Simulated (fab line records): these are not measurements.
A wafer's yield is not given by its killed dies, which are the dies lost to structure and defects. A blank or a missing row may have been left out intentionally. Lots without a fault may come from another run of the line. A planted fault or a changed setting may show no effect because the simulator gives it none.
Which tool is to blame? ; flow n5_finfet ; 24 lots with 72 wafers sampled at 5 steps, on a route of 1938 steps

WHAT EACH GAUGE READ, for each wafer
N5_BEOL_M2_THK_MEAS_01.
lot;measured;on;M2_ILD_THK (nm)
L075;day 7 04:32;film_metro-01;79.0 79.3 79.5
L076;day 7 05:33;film_metro-02;80.6 80.8 80.7
L074;day 7 10:16;film_metro-02;79.9 81.0 80.1
L077;day 7 16:21;film_metro-02;79.3 81.1 79.3
L078;day 7 18:50;film_metro-02;77.9 80.0 78.8
L079;day 7 23:40;film_metro-01;77.3 79.7 79.7
L080;day 8 11:22;film_metro-02;77.9 79.5 79.9
L081;day 8 13:26;film_metro-02;78.9 80.5 79.7
L083;day 8 21:02;film_metro-02;78.0 78.6 78.3
L082;day 9 05:40;film_metro-02;78.4 78.5 80.3
L084;day 9 12:59;film_metro-02;78.5 79.2 80.7
L085;day 9 16:56;film_metro-02;78.3 77.1 78.4
L086;day 9 19:34;film_metro-02;78.6 79.6 79.5
L088;day 10 04:40;film_metro-02;77.4 78.5 79.8
L089;day 10 18:45;film_metro-01;79.9 80.1 80.8
L087;day 10 20:07;film_metro-02;77.9 77.9 79.3
L090;day 10 23:50;film_metro-02;77.4 77.4 78.6
L092;day 11 03:40;film_metro-02;77.9 78.9 79.6
L091;day 11 06:57;film_metro-02;77.9 78.2 78.7
L093;day 11 07:42;film_metro-02;78.0 79.1 79.6
L095;day 11 11:14;film_metro-02;78.8 79.5 80.0
L094;day 11 11:33;film_metro-02;78.4 80.2 79.4
L096;day 11 19:52;film_metro-02;77.6 78.2 78.8
L097;day 12 04:42;film_metro-01;79.7 80.7 80.1

EACH LOT AND THE TOOL THAT RAN IT (in order: tool; ch and the chambers of the sampled wafers; start)
lot;N5_BEOL_M1_ETCH_41;N5_BEOL_M1_ANNEAL_89;N5_BEOL_M1_ANNEAL_91;N5_BEOL_M1_SPUTTER_94
L075;rie_diel-02 ch 2,3, day 7 00:02 or earlier;pvd_sputter-01, day 7 00:02;pvd_sputter-01, day 7 00:29;pvd_sputter-01, day 7 01:12
L076;rie_diel-04 ch 0,1,2, day 7 02:12 or earlier;pvd_sputter-02, day 7 02:12;pvd_sputter-02, day 7 02:25;pvd_sputter-02, day 7 02:47
L074;rie_diel-04 ch 1,3, day 7 05:27 or earlier;pvd_sputter-03, day 7 05:27;pvd_sputter-03, day 7 05:40;pvd_sputter-03, day 7 06:02
L077;rie_diel-05 ch 1,2, day 7 11:32 or earlier;pvd_sputter-02, day 7 11:32;pvd_sputter-02, day 7 11:46;pvd_sputter-02, day 7 12:07
L078;rie_diel-02 ch 0,1, day 7 13:11 or earlier;pvd_sputter-01, day 7 13:11;pvd_sputter-01, day 7 13:37;pvd_sputter-01, day 7 14:20
L079;rie_diel-02 ch 0,1,2, day 7 19:44 or earlier;pvd_sputter-01, day 7 19:44;pvd_sputter-01, day 7 19:57;pvd_sputter-01, day 7 20:19
L080;rie_diel-04 ch 0,1, day 8 09:23 or earlier;pvd_sputter-02, day 8 09:23;pvd_sputter-02, day 8 09:37;pvd_sputter-02, day 8 09:58
L081;rie_diel-04 ch 0,1,2, day 8 11:19 or earlier;pvd_sputter-02, day 8 11:19;pvd_sputter-02, day 8 11:32;pvd_sputter-02, day 8 11:53
L083;rie_diel-04 ch 1,2,3, day 8 19:04 or earlier;pvd_sputter-01, day 8 19:04;pvd_sputter-01, day 8 19:17;pvd_sputter-01, day 8 19:38
L082;rie_diel-02 ch 1,2,3, day 9 03:41 or earlier;pvd_sputter-01, day 9 03:41;pvd_sputter-01, day 9 03:55;pvd_sputter-01, day 9 04:16
L084;rie_diel-02 ch 0,3, day 9 10:58 or earlier;pvd_sputter-01, day 9 10:58;pvd_sputter-01, day 9 11:11;pvd_sputter-01, day 9 11:33
L085;rie_diel-04 ch 1,2,3, day 9 14:31 or earlier;pvd_sputter-03, day 9 14:31;pvd_sputter-03, day 9 14:44;pvd_sputter-03, day 9 15:06
L086;rie_diel-05 ch 2,3, day 9 17:35 or earlier;pvd_sputter-02, day 9 17:35;pvd_sputter-02, day 9 17:49;pvd_sputter-02, day 9 18:10
L088;rie_diel-02 ch 0,1,3, day 10 02:40 or earlier;pvd_sputter-02, day 10 02:40;pvd_sputter-02, day 10 02:53;pvd_sputter-02, day 10 03:14
L089;rie_diel-02 ch 1,2, day 10 16:46 or earlier;pvd_sputter-03, day 10 16:46;pvd_sputter-03, day 10 16:59;pvd_sputter-03, day 10 17:21
L087;rie_diel-04 ch 0,1,3, day 10 17:14 or earlier;pvd_sputter-02, day 10 17:14;pvd_sputter-02, day 10 17:27;pvd_sputter-02, day 10 17:49
L090;rie_diel-05 ch 0,1,3, day 10 21:52 or earlier;pvd_sputter-02, day 10 21:52;pvd_sputter-02, day 10 22:05;pvd_sputter-02, day 10 22:27
L092;rie_diel-02 ch 0,1,2, day 11 01:41 or earlier;pvd_sputter-02, day 11 01:41;pvd_sputter-02, day 11 01:55;pvd_sputter-02, day 11 02:16
L091;rie_diel-04 ch 0,2,3, day 11 04:43 or earlier;pvd_sputter-02, day 11 04:43;pvd_sputter-02, day 11 04:56;pvd_sputter-02, day 11 05:18
L093;rie_diel-04 ch 0,1,2, day 11 05:19 or earlier;pvd_sputter-01, day 11 05:19;pvd_sputter-01, day 11 05:32;pvd_sputter-01, day 11 05:53
L095;rie_diel-02 ch 0,1,3, day 11 08:08 or earlier;pvd_sputter-01, day 11 08:08;pvd_sputter-01, day 11 08:21;pvd_sputter-01, day 11 08:43
L094;rie_diel-04 ch 0,1,2, day 11 09:34 or earlier;pvd_sputter-02, day 11 09:34;pvd_sputter-02, day 11 09:47;pvd_sputter-02, day 11 10:08
L096;rie_diel-02 ch 0,1, day 11 17:53 or earlier;pvd_sputter-03, day 11 17:53;pvd_sputter-03, day 11 18:06;pvd_sputter-03, day 11 18:28
L097;rie_diel-05 ch 0,3, day 12 02:43 or earlier;pvd_sputter-02, day 12 02:43;pvd_sputter-02, day 12 02:56;pvd_sputter-02, day 12 03:17
- N5_BEOL_M1_ETCH_41: etches SiCN in CH3F/O2, target depth 31.9 nm, time 57.8 s.
- N5_BEOL_M1_ANNEAL_89: time 240 s.
- N5_BEOL_M1_ANNEAL_91: time 240 s.
- N5_BEOL_M1_SPUTTER_94: material Cu, target thk 4.5 nm, time 8.29 s.

WHAT THE TOOLS THEMSELVES READ (means of the sampled wafers that have a number; where no wafer has one, the mark that the record gives instead)
N5_BEOL_M1_ETCH_41.
lot;tool;drypump_motor_current_A (A);oes_product_au (a.u.);rf_fwd_power_W (W);rf_vpp_V (V);showerhead_plenum_p_Torr (Torr);throttle_valve_pct (%)
L075;rie_diel-02;5.7;0.95;391.6;297.9;2.01;16.18
L076;rie_diel-04;5.3;0.76;389.6;297.0;2.00;16.50
L074;rie_diel-04;5.5;0.74;392.5;296.2;1.97;16.52
L077;rie_diel-05;6.0;0.74;392.1;295.4;1.97;16.49
L078;rie_diel-02;5.3;0.91;391.2;296.8;1.99;16.42
L079;rie_diel-02;5.5;0.87;393.0;297.0;2.03;16.35
L080;rie_diel-04;4.9;0.87;390.4;298.8;2.08;16.25
L081;rie_diel-04;5.4;0.83;389.8;299.0;2.08;16.36
L083;rie_diel-04;5.8;0.79;390.4;296.2;2.01;16.55
L082;rie_diel-02;5.6;0.91;393.3;297.2;2.01;16.24
L084;rie_diel-02;5.7;0.79;390.8;296.2;1.98;16.49
L085;rie_diel-04;5.8;0.78;390.8;297.4;2.01;16.55
L086;rie_diel-05;5.6;0.83;391.5;297.0;2.00;16.29
L088;rie_diel-02;5.5;0.85;391.4;296.4;1.97;16.43
L089;rie_diel-02;5.6;0.86;392.7;299.0;2.06;16.22
L087;rie_diel-04;5.4;0.78;392.0;297.4;2.01;16.45
L090;rie_diel-05;5.9;0.74;391.1;298.3;1.99;16.38
L092;rie_diel-02;5.6;0.83;391.4;298.2;2.02;16.39
L091;rie_diel-04;5.7;0.83;389.8;298.2;2.06;16.43
L093;rie_diel-04;5.4;0.80;391.3;297.4;2.07;16.41
L095;rie_diel-02;5.5;0.84;391.8;296.8;1.97;16.45
L094;rie_diel-04;5.4;0.80;390.6;298.7;2.07;16.41
L096;rie_diel-02;5.5;0.77;390.7;296.9;1.98;16.57
L097;rie_diel-05;5.7;0.78;393.5;297.6;2.03;16.25

N5_BEOL_M1_ANNEAL_89.
lot;tool;heater_power_w (W)
L075;pvd_sputter-01;828
L076;pvd_sputter-02;716
L074;pvd_sputter-03;785
L077;pvd_sputter-02;844
L078;pvd_sputter-01;822
L079;pvd_sputter-01;824
L080;pvd_sputter-02;803
L081;pvd_sputter-02;748
L083;pvd_sputter-01;829
L082;pvd_sputter-01;799
L084;pvd_sputter-01;810
L085;pvd_sputter-03;835
L086;pvd_sputter-02;728
L088;pvd_sputter-02;751
L089;pvd_sputter-03;783
L087;pvd_sputter-02;755
L090;pvd_sputter-02;814
L092;pvd_sputter-02;825
L091;pvd_sputter-02;810
L093;pvd_sputter-01;812
L095;pvd_sputter-01;823
L094;pvd_sputter-02;747
L096;pvd_sputter-03;802
L097;pvd_sputter-02;805

N5_BEOL_M1_ANNEAL_91.
lot;tool;heater_power_w (W)
L075;pvd_sputter-01;830
L076;pvd_sputter-02;719
L074;pvd_sputter-03;780
L077;pvd_sputter-02;826
L078;pvd_sputter-01;831
L079;pvd_sputter-01;838
L080;pvd_sputter-02;813
L081;pvd_sputter-02;743
L083;pvd_sputter-01;818
L082;pvd_sputter-01;797
L084;pvd_sputter-01;800
L085;pvd_sputter-03;844
L086;pvd_sputter-02;735
L088;pvd_sputter-02;745
L089;pvd_sputter-03;786
L087;pvd_sputter-02;748
L090;pvd_sputter-02;812
L092;pvd_sputter-02;833
L091;pvd_sputter-02;802
L093;pvd_sputter-01;798
L095;pvd_sputter-01;827
L094;pvd_sputter-02;747
L096;pvd_sputter-03;800
L097;pvd_sputter-02;802

N5_BEOL_M1_SPUTTER_94.
lot;tool;chamber_pressure_pa (Pa);throttle_valve_pct (%)
L075;pvd_sputter-01;0.07;30.8
L076;pvd_sputter-02;0.07;30.0
L074;pvd_sputter-03;0.07;29.9
L077;pvd_sputter-02;0.07;29.9
L078;pvd_sputter-01;0.07;30.5
L079;pvd_sputter-01;0.07;30.5
L080;pvd_sputter-02;0.07;29.9
L081;pvd_sputter-02;0.07;30.0
L083;pvd_sputter-01;0.07;30.4
L082;pvd_sputter-01;0.07;30.1
L084;pvd_sputter-01;0.07;30.0
L085;pvd_sputter-03;0.07;29.7
L086;pvd_sputter-02;0.07;29.6
L088;pvd_sputter-02;0.07;30.2
L089;pvd_sputter-03;0.07;29.8
L087;pvd_sputter-02;0.07;30.0
L090;pvd_sputter-02;0.07;30.1
L092;pvd_sputter-02;0.07;30.3
L091;pvd_sputter-02;0.07;29.8
L093;pvd_sputter-01;0.07;29.9
L095;pvd_sputter-01;0.07;30.5
L094;pvd_sputter-02;0.07;30.2
L096;pvd_sputter-03;0.07;29.6
L097;pvd_sputter-02;0.07;29.8

THE ANSWER, worked out from the rows above alone
Rule: the usual values come from the lots themselves. Put in order of their means at a reading, lots are off if they are a third of the lots or fewer, leave a main group of 4 or more, and stand apart from it by a gap of 3 or more times the standard deviation of the main group's means; of several such gaps the widest counts. A main group is skipped when, at the precision printed for the reading in the tables above, its means are all equal. A lot without any number at a reading at which 4 lots or more have one is off too. All remaining lots with rows at the step are treated as sound. First the gauges in route order, then the tools' own readings, where a lot's mean is used as printed above. The first step at which some lot is off is used, and at that step the reading that is off furthest; a lot without a number counts as furthest.
No lot is off on any of the readings shown, so nothing can be concluded from this.

WHAT HAD BEEN PUT IN BY THE SIMULATOR
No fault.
